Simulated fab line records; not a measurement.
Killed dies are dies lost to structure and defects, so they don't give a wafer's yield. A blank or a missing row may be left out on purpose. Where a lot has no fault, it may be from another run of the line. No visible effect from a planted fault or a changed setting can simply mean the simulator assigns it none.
What tool caused it? || flow nand harc || 13 lots with 39 wafers sampled at 4 steps, on a route of 1159 steps

## WHAT THE GAUGES READ, wafer by wafer
NHARC_A_M1_OVL_MEAS_10: pitch 240 nm.
{"lot": "L449", "measured": "day 18 06:10", "on": "overlay-01", "overlay x nm (nm)": "-0.5 -1.0 -1.0", "overlay y nm (nm)": "-0.5 -0.3 -0.5"}
{"lot": "L455", "measured": "day 18 21:22", "on": "overlay-02", "overlay x nm (nm)": "-1.3 -1.1 -1.4", "overlay y nm (nm)": "-0.8 -1.0 -0.4"}
{"lot": "L451", "measured": "day 18 22:20", "on": "overlay-01", "overlay x nm (nm)": "1.1 1.0 1.2", "overlay y nm (nm)": "0.8 0.4 0.6"}
{"lot": "L452", "measured": "day 19 07:54", "on": "overlay-02", "overlay x nm (nm)": "0.0 0.0 -0.3", "overlay y nm (nm)": "-0.4 -0.2 0.5"}
{"lot": "L456", "measured": "day 20 02:19", "on": "overlay-02", "overlay x nm (nm)": "0.5 0.9 0.7", "overlay y nm (nm)": "-0.1 -0.9 -0.3"}
{"lot": "L458", "measured": "day 20 06:57", "on": "overlay-02", "overlay x nm (nm)": "- - -", "overlay y nm (nm)": "- - -"}
{"lot": "L462", "measured": "day 20 21:58", "on": "overlay-02", "overlay x nm (nm)": "0.4 0.3 0.4", "overlay y nm (nm)": "-1.3 -1.4 -1.7"}
{"lot": "L464", "measured": "day 21 22:32", "on": "overlay-02", "overlay x nm (nm)": "-1.0 -0.3 -0.8", "overlay y nm (nm)": "0.0 -0.2 -0.2"}
{"lot": "L466", "measured": "day 22 15:41", "on": "overlay-02", "overlay x nm (nm)": "-1.0 -1.2 -0.9", "overlay y nm (nm)": "0.5 0.0 0.1"}
{"lot": "L467", "measured": "day 22 16:31", "on": "overlay-01", "overlay x nm (nm)": "-0.1 0.0 0.4", "overlay y nm (nm)": "-1.1 -1.0 -1.3"}
{"lot": "L465", "measured": "day 22 17:37", "on": "overlay-02", "overlay x nm (nm)": "1.8 1.5 1.1", "overlay y nm (nm)": "0.0 -0.5 0.2"}
{"lot": "L470", "measured": "day 23 11:47", "on": "overlay-01", "overlay x nm (nm)": "-0.3 -0.4 0.0", "overlay y nm (nm)": "0.0 -1.2 -0.1"}
{"lot": "L471", "measured": "day 23 19:28", "on": "overlay-02", "overlay x nm (nm)": "0.5 0.2 0.6", "overlay y nm (nm)": "0.2 0.1 0.1"}

## TOOL THAT RAN EACH LOT (tool first, then ch and the chambers of the sampled wafers, then the start)
{"lot": "L449", "NHARC_A_M0_PRE_CLEAN_29": "pvd sputter-02, day 18 05:00 or earlier", "NHARC_A_M0_PVD_20": "pvd sputter-02, day 18 05:00 or earlier", "NHARC_A_M1_DEVELOP_08": "litho track-04 ch 0, day 18 05:00"}
{"lot": "L455", "NHARC_A_M0_PRE_CLEAN_29": "pvd sputter-02, day 18 21:00 or earlier", "NHARC_A_M0_PVD_20": "pvd sputter-02, day 18 21:00 or earlier", "NHARC_A_M1_DEVELOP_08": "litho track-04 ch 0, day 18 21:00"}
{"lot": "L451", "NHARC_A_M0_PRE_CLEAN_29": "pvd sputter-01, day 18 22:00 or earlier", "NHARC_A_M0_PVD_20": "pvd sputter-01, day 18 22:00 or earlier", "NHARC_A_M1_DEVELOP_08": "litho track-01 ch 0, day 18 22:00"}
{"lot": "L452", "NHARC_A_M0_PRE_CLEAN_29": "pvd sputter-03, day 19 07:00 or earlier", "NHARC_A_M0_PVD_20": "pvd sputter-03, day 19 07:00 or earlier", "NHARC_A_M1_DEVELOP_08": "litho track-04 ch 0, day 19 07:00"}
{"lot": "L456", "NHARC_A_M0_PRE_CLEAN_29": "pvd sputter-01, day 20 02:00 or earlier", "NHARC_A_M0_PVD_20": "pvd sputter-01, day 20 02:00 or earlier", "NHARC_A_M1_DEVELOP_08": "litho track-01 ch 0, day 20 02:00"}
{"lot": "L458", "NHARC_A_M0_PRE_CLEAN_29": "pvd sputter-01, day 20 06:00 or earlier", "NHARC_A_M0_PVD_20": "pvd sputter-01, day 20 06:00 or earlier", "NHARC_A_M1_DEVELOP_08": "litho track-04, day 20 06:00"}
{"lot": "L462", "NHARC_A_M0_PRE_CLEAN_29": "pvd sputter-01, day 20 21:00 or earlier", "NHARC_A_M0_PVD_20": "pvd sputter-01, day 20 21:00 or earlier", "NHARC_A_M1_DEVELOP_08": "litho track-01 ch 0, day 20 21:00"}
{"lot": "L464", "NHARC_A_M0_PRE_CLEAN_29": "pvd sputter-02, day 21 22:00 or earlier", "NHARC_A_M0_PVD_20": "pvd sputter-02, day 21 22:00 or earlier", "NHARC_A_M1_DEVELOP_08": "litho track-06 ch 0, day 21 22:00"}
{"lot": "L466", "NHARC_A_M0_PRE_CLEAN_29": "pvd sputter-01, day 22 15:00 or earlier", "NHARC_A_M0_PVD_20": "pvd sputter-01, day 22 15:00 or earlier", "NHARC_A_M1_DEVELOP_08": "litho track-01 ch 0, day 22 15:00"}
{"lot": "L467", "NHARC_A_M0_PRE_CLEAN_29": "pvd sputter-03, day 22 16:00 or earlier", "NHARC_A_M0_PVD_20": "pvd sputter-03, day 22 16:00 or earlier", "NHARC_A_M1_DEVELOP_08": "litho track-04 ch 0, day 22 16:00"}
{"lot": "L465", "NHARC_A_M0_PRE_CLEAN_29": "pvd sputter-02, day 22 17:00 or earlier", "NHARC_A_M0_PVD_20": "pvd sputter-02, day 22 17:00 or earlier", "NHARC_A_M1_DEVELOP_08": "litho track-01 ch 0, day 22 17:00"}
{"lot": "L470", "NHARC_A_M0_PRE_CLEAN_29": "pvd sputter-02, day 23 11:00 or earlier", "NHARC_A_M0_PVD_20": "pvd sputter-02, day 23 11:00 or earlier", "NHARC_A_M1_DEVELOP_08": "litho track-04 ch 0, day 23 11:00"}
{"lot": "L471", "NHARC_A_M0_PRE_CLEAN_29": "pvd sputter-03, day 23 19:00 or earlier", "NHARC_A_M0_PVD_20": "pvd sputter-03, day 23 19:00 or earlier", "NHARC_A_M1_DEVELOP_08": "litho track-04 ch 0, day 23 19:00"}
- NHARC_A_M0_PRE_CLEAN_29: time 30 s.
- NHARC_A_M0_PVD_20: deposits TaN, target thk 5 nm, time 8.06 s.
- NHARC_A_M1_DEVELOP_08: develop time 35 s.

## AS READ BY THE TOOLS THEMSELVES (means over the sampled wafers that have a number; for cases with no such wafer, the mark the record gives instead)
NHARC_A_M0_PRE_CLEAN_29.
{"lot": "L449", "tool": "pvd sputter-02", "heater power w (W)": 419}
{"lot": "L455", "tool": "pvd sputter-02", "heater power w (W)": 371}
{"lot": "L451", "tool": "pvd sputter-01", "heater power w (W)": 414}
{"lot": "L452", "tool": "pvd sputter-03", "heater power w (W)": 393}
{"lot": "L456", "tool": "pvd sputter-01", "heater power w (W)": 417}
{"lot": "L458", "tool": "pvd sputter-01", "heater power w (W)": 405}
{"lot": "L462", "tool": "pvd sputter-01", "heater power w (W)": 472}
{"lot": "L464", "tool": "pvd sputter-02", "heater power w (W)": 411}
{"lot": "L466", "tool": "pvd sputter-01", "heater power w (W)": 387}
{"lot": "L467", "tool": "pvd sputter-03", "heater power w (W)": 397}
{"lot": "L465", "tool": "pvd sputter-02", "heater power w (W)": 380}
{"lot": "L470", "tool": "pvd sputter-02", "heater power w (W)": 377}
{"lot": "L471", "tool": "pvd sputter-03", "heater power w (W)": 396}

NHARC_A_M0_PVD_20.
{"lot": "L449", "tool": "pvd sputter-02", "substrate temp c (C)": 49.96, "throttle valve pct (%)": 29.2}
{"lot": "L455", "tool": "pvd sputter-02", "substrate temp c (C)": 49.95, "throttle valve pct (%)": 29.2}
{"lot": "L451", "tool": "pvd sputter-01", "substrate temp c (C)": 50.13, "throttle valve pct (%)": 30.3}
{"lot": "L452", "tool": "pvd sputter-03", "substrate temp c (C)": 50.08, "throttle valve pct (%)": 30.3}
{"lot": "L456", "tool": "pvd sputter-01", "substrate temp c (C)": 50.05, "throttle valve pct (%)": 30.2}
{"lot": "L458", "tool": "pvd sputter-01", "substrate temp c (C)": 50.06, "throttle valve pct (%)": 29.9}
{"lot": "L462", "tool": "pvd sputter-01", "substrate temp c (C)": 50.04, "throttle valve pct (%)": 30.5}
{"lot": "L464", "tool": "pvd sputter-02", "substrate temp c (C)": 50.14, "throttle valve pct (%)": 29.2}
{"lot": "L466", "tool": "pvd sputter-01", "substrate temp c (C)": 49.91, "throttle valve pct (%)": 30.4}
{"lot": "L467", "tool": "pvd sputter-03", "substrate temp c (C)": 49.88, "throttle valve pct (%)": 30.0}
{"lot": "L465", "tool": "pvd sputter-02", "substrate temp c (C)": 49.95, "throttle valve pct (%)": 29.4}
{"lot": "L470", "tool": "pvd sputter-02", "substrate temp c (C)": 49.95, "throttle valve pct (%)": 29.6}
{"lot": "L471", "tool": "pvd sputter-03", "substrate temp c (C)": 49.96, "throttle valve pct (%)": 30.2}

NHARC_A_M1_DEVELOP_08.
{"lot": "L449", "tool": "litho track-04", "chill plate temp C (C)": 23.08, "resist line temp C (C)": 22.95}
{"lot": "L455", "tool": "litho track-04", "chill plate temp C (C)": 22.94, "resist line temp C (C)": 22.95}
{"lot": "L451", "tool": "litho track-01", "chill plate temp C (C)": 23.04, "resist line temp C (C)": 22.92}
{"lot": "L452", "tool": "litho track-04", "chill plate temp C (C)": 23.04, "resist line temp C (C)": 22.91}
{"lot": "L456", "tool": "litho track-01", "chill plate temp C (C)": 22.93, "resist line temp C (C)": 23.14}
{"lot": "L458", "tool": "litho track-04", "chill plate temp C (C)": "-", "resist line temp C (C)": "-"}
{"lot": "L462", "tool": "litho track-01", "chill plate temp C (C)": 22.92, "resist line temp C (C)": 23.00}
{"lot": "L464", "tool": "litho track-06", "chill plate temp C (C)": 23.27, "resist line temp C (C)": 23.00}
{"lot": "L466", "tool": "litho track-01", "chill plate temp C (C)": 22.96, "resist line temp C (C)": 23.04}
{"lot": "L467", "tool": "litho track-04", "chill plate temp C (C)": 22.96, "resist line temp C (C)": 23.01}
{"lot": "L465", "tool": "litho track-01", "chill plate temp C (C)": 23.07, "resist line temp C (C)": 23.04}
{"lot": "L470", "tool": "litho track-04", "chill plate temp C (C)": 22.98, "resist line temp C (C)": 23.10}
{"lot": "L471", "tool": "litho track-04", "chill plate temp C (C)": 23.00, "resist line temp C (C)": 23.00}

## THE ANSWER, worked out from the rows above alone
Rule: what is usual is taken from the lots themselves. The widest of any qualifying gaps counts: lots, ordered by their means at a reading, are off when they make up no more than a third of the lots, leave a main group of 4 or more, and stand apart from it by 3 or more times the standard deviation of that group's means. Not used: any main group whose means are identical at the precision the tables above print for the reading. A lot without any number at a reading at which 4 lots or more have one is off too. Any other lot the step has rows for is counted as sound. Order of review: gauges by route order, followed by the tools' own readings, for which a lot's mean as printed above is used. At the first step where some lot is off, the reading lying furthest off is the one used; lots without a number count as furthest.
Off at NHARC_A_M1_OVL_MEAS_10 (overlay x nm): L458. Without a number there: L458. The main group: mean 0.0 nm, standard deviation 0.82.
A tool fits if, at a process step before that reading, it ran every lot that is off, and no sound lot after the first of them. Not tried: the gauges at NHARC_A_M1_OVL_MEAS_10; whatever is off there is also off at NHARC_A_M1_DEVELOP_08, on other tools, and gauge error can't account for it. With no start given for some of its lots, NHARC_A_M0_PRE_CLEAN_29 uses the hours and lot order of NHARC_A_M1_DEVELOP_08. With no start given for some of its lots, NHARC_A_M0_PVD_20 uses the hours and lot order of NHARC_A_M1_DEVELOP_08. Of those tried, none fits.

## WHAT THE SIMULATOR HAD INSERTED
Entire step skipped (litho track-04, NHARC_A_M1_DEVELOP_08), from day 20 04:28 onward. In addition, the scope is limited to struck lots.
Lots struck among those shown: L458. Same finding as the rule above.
